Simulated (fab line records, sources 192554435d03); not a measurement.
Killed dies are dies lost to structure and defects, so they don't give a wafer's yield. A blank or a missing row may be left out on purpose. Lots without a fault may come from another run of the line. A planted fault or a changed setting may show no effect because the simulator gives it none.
fab line records | flow n5_finfet
record lots=24 wafers=72 last_day=18
route steps=1938 shown WELL_APT@28 FIN_SAQP@94 DUMMY_GATE@232
lots that met no fault: from a run of the same line without faults
start_h: hours from the record's first day to the start of the lot's first wafer shown | wait_h: hours since the lot's step before | " the same as in the row above | L1.1+2: a row that stands for several wafers | - no value, or no start given | * or withheld: withheld | < > ~ a bound
route shown NAME@n: a module of which the file shows steps, and the number in the route of the first | usual: mean/standard deviation of fault-free wafers | same: alike in all rows | chamber/n: place in a boat | sites: the reading at each site | _std_site: their standard deviation | _edge_site: outer sites' mean less inner sites' | radius_mm: how far each site lies from the wafer's centre | mask NAME#n: copy n | behind: the tool/chamber that last shaped the wafer | hold: why the lot was held/for how many hours/how that ended | device: the transistor (n, p or np) that didn't switch | end of line: the same wafers' tests at the end of the route | a step without rows: its recipe alone | killed: dies lost to structure and defects at the first sort, not the wafer's yield | map: a wafer's dies, x killed, . not, _ none there
set.NAME: the setting as run; set.NAME@STEP: as run at that earlier step | model.NAME: the simulator's own value behind a step, which no gauge read
steps of the route over a sample of lots; a table a step, a row a wafer
services: from which hour (start_h, from the record's first day; less than 0 if before it) a tool's chamber was out of use, for how many hours, and why
## steps
# step N5_WELL_APT_CD_MEAS_08
# recipe target_cd_nm=200 landing_energy_ev=500 detector=se_inlens
# usual cd_nm=199.9/1.5
# columns lot.wafer tool chamber start_h wait_h cd_nm
L074.2 cd_sem-03 0 13.83 - 200.6
L074.3 " 0 " " 201.6
L074.6 " 0 " " 199.3
L075.2 cd_sem-03 0 19.99 - 197.4
L075.5 " 0 " " 198.8
L075.6 " 0 " " 197.6
L076.1 cd_sem-02 0 25.87 - 200.6
L076.4 " 0 " " 201.2
L076.6 " 0 " " 201.8
L077.2 cd_sem-02 0 31.75 - 202.1
L077.5 " 0 " " 201.7
L077.6 " 0 " " 202.0
L078.1 cd_sem-02 0 37.97 - 200.5
L078.3 " 0 " " 201.1
L078.5 " 0 " " 201.6
L079.1 cd_sem-01 0 43.81 - 199.3
L079.2 " 0 " " 200.8
L079.4 " 0 " " 201.9
L080.1 cd_sem-01 0 49.82 - 199.8
L080.3 " 0 " " 200.2
L080.4 " 0 " " 199.4
L081.1 cd_sem-01 0 55.70 - 197.3
L081.3 " 0 " " 197.4
L081.5 " 0 " " 197.4
L082.2 cd_sem-01 0 61.71 - 201.6
L082.4 " 0 " " 198.7
L082.6 " 0 " " 201.4
L083.1 cd_sem-01 0 68.07 - 200.5
L083.5 " 0 " " 199.8
L083.6 " 0 " " 200.0
L084.3 cd_sem-02 0 74.12 - 199.2
L084.4 " 0 " " 201.1
L084.5 " 0 " " 200.4
L085.1 cd_sem-01 0 80.23 - 201.2
L085.4 " 0 " " 198.2
L085.5 " 0 " " 198.4
L086.1 cd_sem-01 0 85.65 - 198.5
L086.2 " 0 " " 199.6
L086.5 " 0 " " 199.7
L087.3 cd_sem-01 0 91.69 - 199.4
L087.4 " 0 " " 199.2
L087.6 " 0 " " 198.7
L088.2 cd_sem-02 0 97.72 - 200.0
L088.3 " 0 " " 200.4
L088.5 " 0 " " 198.2
L089.1 cd_sem-01 0 104.34 - 200.3
L089.2 " 0 " " 201.1
L089.4 " 0 " " 200.6
L090.3 cd_sem-03 0 109.81 - 200.6
L090.4 " 0 " " 199.5
L090.6 " 0 " " 199.5
L091.1 cd_sem-01 0 115.70 - 200.9
L091.3 " 0 " " 194.7
L091.4 " 0 " " 198.1
L092.2 cd_sem-01 0 121.67 - 199.3
L092.4 " 0 " " 201.8
L092.6 " 0 " " 199.0
L093.2 cd_sem-01 0 127.85 - 200.6
L093.5 " 0 " " 200.2
L093.6 " 0 " " 200.9
L094.1 cd_sem-01 0 133.77 - 201.3
L094.4 " 0 " " 198.0
L094.6 " 0 " " 199.7
L095.1 cd_sem-02 0 139.70 - 196.4
L095.3 " 0 " " 199.4
L095.4 " 0 " " 200.8
L096.2 cd_sem-01 0 145.61 - 200.1
L096.3 " 0 " " 200.2
L096.4 " 0 " " 200.0
L097.1 cd_sem-02 0 151.68 - 200.7
L097.2 " 0 " " 200.4
L097.6 " 0 " " 199.7
# step N5_FIN_SAQP_ALD_61
# recipe material=SiO2 target_thk_a=40 temp_c=300 ald_precursor_family=BDEAS ald_co_reactant=O2-plasma pulse_time_s=1 purge_time_s=2 co_reactant_purge_time_s=2 ald_cycles=43 pressure_torr=2
# usual heater_power_w=467/51 precursor_pulse_height_rel=0.998/0.021
# columns lot.wafer tool chamber start_h wait_h heater_power_w precursor_pulse_height_rel
L074.2 ald_sin-02 3 21.01 0.0 407 0.991
L074.3 " 0 " " 497 0.965
L074.6 " 1 " " 546 0.974
L075.2 ald_sin-02 1 27.13 0.0 565 0.939
L075.5 " 1 " " 574 1.012
L075.6 " 2 " " 476 0.988
L076.1 ald_sin-01 1 33.09 0.3 401 0.996
L076.4 " 0 " " 396 0.979
L076.6 " 3 " " 536 0.983
L077.2 ald_sin-04 1 39.24 0.0 481 1.004
L077.5 " 1 " " 486 0.998
L077.6 " 2 " " 418 1.021
L078.1 ald_sin-01 2 45.16 0.0 540 1.010
L078.3 " 1 " " 399 1.025
L078.5 " 3 " " 541 0.993
L079.1 ald_sin-04 2 50.76 0.0 420 0.985
L079.2 " 3 " " 478 1.009
L079.4 " 0 " " 418 1.009
L080.1 ald_sin-04 2 56.23 0.0 436 1.015
L080.3 " 1 " " 491 1.009
L080.4 " 3 " " 494 1.034
L081.1 ald_sin-04 2 62.96 0.5 418 0.989
L081.3 " 3 " " 478 1.000
L081.5 " 0 " " 426 1.015
L082.2 ald_sin-04 1 70.00 1.0 482 0.986
L082.4 " 0 " " 432 0.979
L082.6 " 3 " " 483 1.029
L083.1 ald_sin-01 0 75.18 0.2 405 1.035
L083.5 " 3 " " 537 1.013
L083.6 " 0 " " 396 1.009
L084.3 ald_sin-02 0 82.20 0.0 495 1.012
L084.4 " 1 " " 558 0.977
L084.5 " 0 " " 502 1.011
L085.1 ald_sin-04 0 87.45 0.0 447 0.996
L085.4 " 1 " " 484 1.001
L085.5 " 2 " " 414 0.974
L086.1 ald_sin-04 0 92.92 0.2 430 0.984
L086.2 " 3 " " 489 0.981
L086.5 " 0 " " 426 0.967
L087.3 ald_sin-04 0 99.66 0.9 437 1.007
L087.4 " 2 " " 432 0.998
L087.6 " 1 " " 483 0.982
L088.2 ald_sin-04 3 105.77 0.0 488 0.985
L088.3 " 1 " " 499 1.018
L088.5 " 0 " " 431 0.981
L089.1 ald_sin-01 2 111.16 0.0 527 1.004
L089.2 " 3 " " 514 1.037
L089.4 " 0 " " 418 0.964
L090.3 ald_sin-04 2 118.01 0.5 419 0.995
L090.4 " 3 " " 488 0.970
L090.6 " 3 " " 478 0.998
L091.1 ald_sin-01 1 124.09 1.4 384 0.956
L091.3 " 3 " " 527 0.979
L091.4 " 2 " " 537 0.977
L092.2 ald_sin-04 0 128.11 0.0 425 0.998
L092.4 " 1 " " 487 1.015
L092.6 " 3 " " 479 1.003
L093.2 ald_sin-02 1 134.92 0.0 570 1.024
L093.5 " 2 " " 484 0.988
L093.6 " 1 " " 558 0.959
L094.1 ald_sin-02 0 140.44 0.0 499 0.995
L094.4 " 2 " " 476 1.007
L094.6 " 0 " " 501 0.957
L095.1 ald_sin-04 1 146.41 0.2 492 0.998
L095.3 " 0 " " 428 1.015
L095.4 " 2 " " 425 1.000
L096.2 ald_sin-01 2 152.77 0.0 530 0.968
L096.3 " 0 " " 409 0.975
L096.4 " 3 " " 517 0.966
L097.1 ald_sin-02 0 158.42 0.0 512 1.029
L097.2 " 2 " " 468 0.999
L097.6 " 2 " " 471 0.972
# step N5_FIN_SAQP_OVL_MEAS_17
# recipe points_per_wafer=44
# usual FIN_CORE_OVL=0.0/0.84
# columns lot.wafer tool chamber start_h wait_h FIN_CORE_OVL[nm]
L074.2 overlay-02 0 22.44 0.0 -1.3
L074.3 " 0 " " -0.7
L074.6 " 0 " " -0.3
L075.2 overlay-02 0 28.30 0.0 -0.3
L075.5 " 0 " " -0.3
L075.6 " 0 " " -1.0
L076.1 overlay-01 0 34.56 0.0 0.2
L076.4 " 0 " " 0.1
L076.6 " 0 " " 0.5
L077.2 overlay-02 0 40.55 0.0 -0.1
L077.5 " 0 " " -0.4
L077.6 " 0 " " -0.4
L078.1 overlay-02 0 46.27 0.0 -1.2
L078.3 " 0 " " -0.5
L078.5 " 0 " " -0.7
L079.1 overlay-01 0 52.02 0.0 0.6
L079.2 " 0 " " 1.9
L079.4 " 0 " " 1.1
L080.1 overlay-02 0 57.58 0.0 1.1
L080.3 " 0 " " -1.0
L080.4 " 0 " " -1.0
L081.1 overlay-02 0 64.14 0.0 0.7
L081.3 " 0 " " -0.2
L081.5 " 0 " " 0.8
L082.2 overlay-01 0 71.37 0.0 0.3
L082.4 " 0 " " 1.9
L082.6 " 0 " " 0.1
L083.1 overlay-01 0 76.43 0.0 0.0
L083.5 " 0 " " -1.0
L083.6 " 0 " " 0.5
L084.3 overlay-01 0 83.38 0.0 0.6
L084.4 " 0 " " 0.8
L084.5 " 0 " " -0.6
L085.1 overlay-01 0 88.69 0.0 0.8
L085.4 " 0 " " 0.0
L085.5 " 0 " " 0.2
L086.1 overlay-02 0 94.46 0.0 -0.5
L086.2 " 0 " " 0.0
L086.5 " 0 " " -0.6
L087.3 overlay-01 0 100.92 0.0 -0.7
L087.4 " 0 " " -0.5
L087.6 " 0 " " 0.8
L088.2 overlay-01 0 107.01 0.0 0.2
L088.3 " 0 " " 0.0
L088.5 " 0 " " 2.2
L089.1 overlay-01 0 112.30 0.1 0.2
L089.2 " 0 " " -0.7
L089.4 " 0 " " -0.9
L090.3 overlay-01 0 119.24 0.0 0.2
L090.4 " 0 " " 0.5
L090.6 " 0 " " 0.2
L091.1 overlay-02 0 125.27 0.0 0.6
L091.3 " 0 " " -0.1
L091.4 " 0 " " -2.1
L092.2 overlay-01 0 129.23 0.0 0.9
L092.4 " 0 " " 0.0
L092.6 " 0 " " 0.1
L093.2 overlay-01 0 136.15 0.0 1.0
L093.5 " 0 " " -0.6
L093.6 " 0 " " -0.1
L094.1 overlay-01 0 141.55 0.0 0.6
L094.4 " 0 " " -0.6
L094.6 " 0 " " -1.2
L095.1 overlay-02 0 148.29 0.0 0.7
L095.3 " 0 " " -1.0
L095.4 " 0 " " -1.2
L096.2 overlay-02 0 154.02 0.0 -0.5
L096.3 " 0 " " -1.1
L096.4 " 0 " " -0.2
L097.1 overlay-02 0 159.66 0.0 -0.4
L097.2 " 0 " " -0.5
L097.6 " 0 " " 0.5
# step N5_FIN_SAQP_HM_CD_35
# recipe target_cd_nm=8 polarity=line
# usual cd_nm=8.10/0.24
# columns lot.wafer tool chamber start_h wait_h cd_nm
L074.2 cd_sem-03 - 26.86 0.1 7.72
L074.3 " - " " 8.00
L074.6 " - " " 8.01
L075.2 cd_sem-03 - 32.90 0.1 7.56
L075.5 " - " " 7.86
L075.6 " - " " 8.29
L076.1 cd_sem-03 - 38.58 0.1 7.43
L076.4 " - " " 8.23
L076.6 " - " " 8.00
L077.2 cd_sem-02 - 45.01 0.1 8.33
L077.5 " - " " 8.19
L077.6 " - " " 8.21
L078.1 cd_sem-03 - 52.92 0.1 8.23
L078.3 " - " " 8.13
L078.5 " - " " 7.95
L079.1 cd_sem-01 - 56.92 0.1 7.62
L079.2 " - " " 8.25
L079.4 " - " " 8.16
L080.1 cd_sem-02 - 62.07 0.1 7.84
L080.3 " - " " 8.01
L080.4 " - " " 7.88
L081.1 cd_sem-03 - 72.35 0.1 8.13
L081.3 " - " " 8.33
L081.5 " - " " 7.81
L082.2 cd_sem-02 - 77.52 0.1 7.91
L082.4 " - " " 7.98
L082.6 " - " " 7.57
L083.1 cd_sem-01 - 80.85 0.1 8.39
L083.5 " - " " 8.14
L083.6 " - " " 8.38
L084.3 cd_sem-02 - 87.76 0.1 7.74
L084.4 " - " " 7.98
L084.5 " - " " 7.52
L085.1 cd_sem-03 - 92.76 0.1 8.09
L085.4 " - " " 8.37
L085.5 " - " " 7.92
L086.1 cd_sem-02 - 100.64 0.1 8.10
L086.2 " - " " 7.83
L086.5 " - " " 8.18
L087.3 cd_sem-01 - 105.75 0.1 8.15
L087.4 " - " " 8.12
L087.6 " - " " 8.28
L088.2 cd_sem-02 - 111.20 0.1 8.08
L088.3 " - " " 8.59
L088.5 " - " " 7.96
L089.1 cd_sem-03 - 117.42 0.1 8.39
L089.2 " - " " 7.96
L089.4 " - " " 8.06
L090.3 cd_sem-01 - 125.05 0.1 8.17
L090.4 " - " " 8.00
L090.6 " - " " 8.22
L091.1 cd_sem-01 - 129.77 0.1 8.01
L091.3 " - " " 8.29
L091.4 " - " " 8.30
L092.2 cd_sem-02 - 135.30 0.1 8.13
L092.4 " - " " 8.40
L092.6 " - " " 7.66
L093.2 cd_sem-01 - 140.13 0.1 8.25
L093.5 " - " " 8.03
L093.6 " - " " 8.15
L094.1 cd_sem-01 - 146.15 0.1 8.01
L094.4 " - " " 8.01
L094.6 " - " " 7.93
L095.1 cd_sem-01 - 152.95 0.1 7.91
L095.3 " - " " 8.16
L095.4 " - " " 8.03
L096.2 cd_sem-03 - 158.00 0.1 7.53
L096.3 " - " " 8.27
L096.4 " - " " 8.24
L097.1 cd_sem-03 - 165.14 0.1 8.43
L097.2 " - " " 7.96
L097.6 " - " " 8.06
# step N5_DUMMY_GATE_OVL_MEAS_16
# recipe points_per_wafer=522
# usual GATE_OVL=-0.1/0.79
# columns lot.wafer tool chamber start_h wait_h GATE_OVL[nm]
L074.2 overlay-01 0 46.09 0.0 -0.7
L074.3 " 0 " " -0.5
L074.6 " 0 " " -1.0
L075.2 overlay-02 0 52.56 0.0 -0.1
L075.5 " 0 " " -0.5
L075.6 " 0 " " 0.4
L076.1 overlay-02 0 58.95 0.0 0.0
L076.4 " 0 " " -1.9
L076.6 " 0 " " 0.0
L077.2 overlay-02 0 66.35 0.0 1.0
L077.5 " 0 " " 0.4
L077.6 " 0 " " -0.1
L078.1 overlay-02 0 73.08 0.0 0.0
L078.3 " 0 " " -0.6
L078.5 " 0 " " 0.2
L079.1 overlay-01 0 78.35 0.0 -0.8
L079.2 " 0 " " -0.8
L079.4 " 0 " " -1.8
L080.1 overlay-01 0 82.69 0.0 0.5
L080.3 " 0 " " 0.3
L080.4 " 0 " " -0.2
L081.1 overlay-02 0 92.09 0.0 -1.9
L081.3 " 0 " " -0.1
L081.5 " 0 " " -0.5
L082.2 overlay-01 0 97.64 0.0 -0.7
L082.4 " 0 " " -0.3
L082.6 " 0 " " -0.4
L083.1 overlay-01 0 101.26 0.0 0.1
L083.5 " 0 " " 1.3
L083.6 " 0 " " -0.2
L084.3 overlay-01 0 107.66 0.0 -0.4
L084.4 " 0 " " 0.4
L084.5 " 0 " " 0.2
L085.1 overlay-01 0 111.94 0.0 0.1
L085.4 " 0 " " -1.3
L085.5 " 0 " " -0.3
L086.1 overlay-01 0 123.94 0.0 0.4
L086.2 " 0 " " 0.0
L086.5 " 0 " " 1.4
L087.3 overlay-01 0 125.74 0.0 -1.5
L087.4 " 0 " " 0.0
L087.6 " 0 " " 0.2
L088.2 overlay-02 0 133.57 0.0 1.4
L088.3 " 0 " " 0.2
L088.5 " 0 " " 0.6
L089.1 overlay-02 0 143.16 0.0 -0.4
L089.2 " 0 " " -0.9
L089.4 " 0 " " 0.2
L090.3 overlay-02 0 144.42 0.0 1.0
L090.4 " 0 " " 0.9
L090.6 " 0 " " 1.0
L091.1 overlay-01 0 151.85 0.0 -1.3
L091.3 " 0 " " 0.8
L091.4 " 0 " " -0.2
L092.2 overlay-01 0 154.88 0.0 -1.3
L092.4 " 0 " " -0.8
L092.6 " 0 " " -0.2
L093.2 overlay-01 0 159.65 0.0 1.0
L093.5 " 0 " " 0.1
L093.6 " 0 " " 0.4
L094.1 overlay-02 0 167.00 0.0 -0.9
L094.4 " 0 " " -0.6
L094.6 " 0 " " 0.2
L095.1 overlay-02 0 173.12 0.0 -0.7
L095.3 " 0 " " -1.3
L095.4 " 0 " " -0.9
L096.2 overlay-02 0 177.14 0.0 -0.5
L096.3 " 0 " " -0.1
L096.4 " 0 " " -1.3
L097.1 overlay-02 0 184.12 0.0 0.8
L097.2 " 0 " " 0.3
L097.6 " 0 " " 0.8
# step N5_DUMMY_GATE_STRIP_41
# recipe chemistry=O2 power_w=400 temp_c=40 pressure_mtorr=30 rf_frequency_hz=6e+07 bias_power_w=0 overash_fraction=0.3 o2_flow_sccm=225
# usual drypump_motor_current_A=5.8/0.49 oes_product_au=0.76/0.086 rf_vpp_V=3.7/0.44 showerhead_plenum_p_Torr=2.09/0.068 throttle_valve_pct=16.67/0.18
# columns lot.wafer tool chamber start_h wait_h drypump_motor_current_A oes_product_au rf_hours_counter_h rf_vpp_V showerhead_plenum_p_Torr throttle_valve_pct
L074.2 rie_diel-05 3 46.64 0.0 6.3 0.84 53 4.0 2.04 16.47
L074.3 " 2 " " 6.5 0.68 250 3.9 2.08 17.03
L074.6 " 3 " " 6.3 0.84 - 4.0 2.04 16.50
L075.2 rie_diel-05 3 53.24 0.0 6.4 0.83 56 3.4 2.04 16.48
L075.5 " 0 " " 5.4 0.73 - 3.7 2.17 16.54
L075.6 " 3 " " 6.3 0.84 - 3.1 2.04 16.48
L076.1 rie_diel-05 3 59.51 0.0 6.3 0.84 58 4.2 2.04 16.49
L076.4 " 3 " " 6.3 0.83 - 3.4 2.04 16.48
L076.6 " 1 " " 5.6 0.81 - 3.1 2.04 16.51
L077.2 rie_diel-04 2 66.91 0.0 5.7 0.72 201 3.9 2.18 16.67
L077.5 " 0 " " 5.4 0.68 - 3.7 2.15 17.05
L077.6 " 1 " " 5.4 0.70 - 4.1 2.15 16.51
L078.1 rie_diel-04 3 73.64 0.0 5.5 0.69 229 3.0 2.01 16.70
L078.3 " 0 " " 5.4 0.68 213 3.4 2.15 17.05
L078.5 " 0 " " 5.4 0.67 - 3.9 2.15 17.07
L079.1 rie_diel-04 3 79.51 0.0 5.4 0.70 231 3.6 2.01 16.71
L079.2 " 0 " " 5.4 0.68 216 3.7 2.15 17.05
L079.4 " 1 " " 5.3 0.70 213 3.6 2.15 16.50
L080.1 rie_diel-02 2 83.45 0.0 6.7 0.88 40 3.9 2.12 16.81
L080.3 " 1 " " 6.1 0.71 228 4.2 2.06 16.86
L080.4 " 3 " " 6.5 0.79 122 4.2 2.10 16.70
L081.1 rie_diel-05 3 92.65 0.0 6.3 0.83 67 3.9 2.04 16.51
L081.3 " 1 " " 5.6 0.80 111 3.9 2.03 16.54
L081.5 " 1 " " 5.6 0.81 - 3.6 2.03 16.53
L082.2 rie_diel-04 1 98.33 0.0 5.3 0.70 218 3.7 2.15 16.52
L082.4 " 0 " " 5.4 0.68 221 3.3 2.15 17.05
L082.6 " 3 " " 5.5 0.69 - 3.6 2.00 16.70
L083.1 rie_diel-04 3 101.83 0.0 5.5 0.69 238 3.7 2.00 16.75
L083.5 " 3 " " 5.5 0.69 - 3.8 2.00 16.71
L083.6 " 0 " " 5.4 0.67 - 2.7 2.15 17.05
L084.3 rie_diel-05 0 108.21 0.0 5.5 0.72 189 3.7 2.16 16.56
L084.4 " 3 " " 6.3 0.83 72 3.4 2.03 16.52
L084.5 " 3 " " 6.4 0.81 - 2.9 2.03 16.52
L085.1 rie_diel-05 3 112.65 0.0 6.3 0.82 74 4.3 2.03 16.52
L085.4 " 0 " " 5.5 0.72 191 3.6 2.16 16.58
L085.5 " 1 " " 5.6 0.79 - 3.4 2.03 16.54
L086.1 rie_diel-04 0 124.55 0.0 5.4 0.67 230 3.6 2.15 17.08
L086.2 " 1 " " 5.3 0.69 226 3.1 2.15 16.53
L086.5 " 1 " " 5.4 0.68 - 3.9 2.15 16.54
L087.3 rie_diel-05 2 126.60 0.0 6.5 0.94 18 4.0 2.07 16.62
L087.4 " 3 " " 6.3 0.81 80 3.6 2.03 16.54
L087.6 " 3 " " 6.3 0.81 - 4.1 2.03 16.55
L088.2 rie_diel-05 0 134.35 0.0 5.4 0.71 198 4.6 2.16 16.59
L088.3 " 2 " " 6.5 0.94 20 3.8 2.07 16.59
L088.5 " 2 " " 6.5 0.94 - 3.9 2.07 16.60
L089.1 rie_diel-05 2 143.86 0.0 6.5 0.93 22 3.4 2.07 16.58
L089.2 " 0 " " 5.4 0.72 201 4.5 2.16 16.60
L089.4 " 3 " " 6.3 0.81 85 3.2 2.03 16.56
L090.3 rie_diel-04 2 145.01 0.0 5.7 0.70 - 3.5 2.17 16.72
L090.4 " 0 " " 5.4 0.67 - 3.8 2.14 17.10
L090.6 " 0 " " 5.4 0.67 - 3.4 2.14 17.09
L091.1 rie_diel-02 2 152.79 0.0 6.7 0.85 59 3.4 2.12 16.84
L091.3 " 3 " " 6.4 0.79 142 3.6 2.09 16.73
L091.4 " 1 " " 6.1 0.71 249 3.9 2.05 16.90
L092.2 rie_diel-05 2 155.44 0.0 6.4 0.93 27 2.8 2.07 16.61
L092.4 " 3 " " 6.4 0.81 - 4.3 2.03 16.54
L092.6 " 1 " " 5.6 0.78 - 4.1 2.03 16.57
L093.2 rie_diel-05 2 160.49 0.0 6.5 0.93 29 4.2 2.07 16.62
L093.5 " 0 " " 5.5 0.72 - 3.5 2.16 16.60
L093.6 " 1 " " 5.6 0.79 - 3.7 2.03 16.58
L094.1 rie_diel-04 2 167.56 0.0 5.7 0.70 234 4.4 2.16 16.72
L094.4 " 3 " " 5.5 0.97 6 3.7 2.26 16.31
L094.6 " 1 " " 5.3 0.69 - 3.5 2.14 16.55
L095.1 rie_diel-04 3 173.68 0.0 5.5 0.96 8 3.9 2.26 16.33
L095.3 " 1 " " 5.3 0.67 241 3.8 2.14 16.57
L095.4 " 0 " " 5.4 0.67 247 3.5 2.14 17.13
L096.2 rie_diel-02 2 177.69 0.0 6.8 0.83 70 2.8 2.11 16.87
L096.3 " 0 " " 5.1 0.69 253 3.1 1.96 16.78
L096.4 " 0 " " 5.0 0.69 - 3.8 1.96 16.77
L097.1 rie_diel-02 2 184.71 0.0 6.7 0.83 72 3.8 2.11 16.87
L097.2 " 3 " " 6.5 0.77 155 3.4 2.09 16.76
L097.6 " 3 " " 6.5 0.77 - 3.5 2.09 16.74
## services
# columns tool chamber start_h hours kind
rie_diel-02 - 0.43 0.5 repair
ald_sin-04 0 8.93 - clean
ald_sin-04 1 8.93 - clean
ald_sin-04 2 8.93 - clean
ald_sin-04 3 8.93 - clean
rie_diel-04 2 11.39 43.8 repair
ald_sin-01 - 11.58 2.7 repair
rie_diel-02 0 16.27 1.6 repair
rie_diel-02 3 27.34 12.5 repair
ald_sin-02 0 40.03 8.5 repair
ald_sin-04 2 41.38 2.8 repair
rie_diel-05 2 46.82 - clean
rie_diel-05 2 46.82 - consumable_replace:focus_ring
ald_sin-02 - 47.99 28.1 pm
rie_diel-05 1 55.66 1.7 repair
rie_diel-05 - 77.98 2.8 pm
rie_diel-02 2 84.27 3.8 repair
ald_sin-01 - 85.90 14.0 pm
ald_sin-04 1 91.70 3.7 repair
ald_sin-01 2 126.17 3.7 repair
ald_sin-02 - 139.72 0.6 repair
rie_diel-04 1 142.41 4.1 repair
rie_diel-05 0 149.93 9.9 repair
ald_sin-02 - 177.33 14.0 pm
## key
fault none
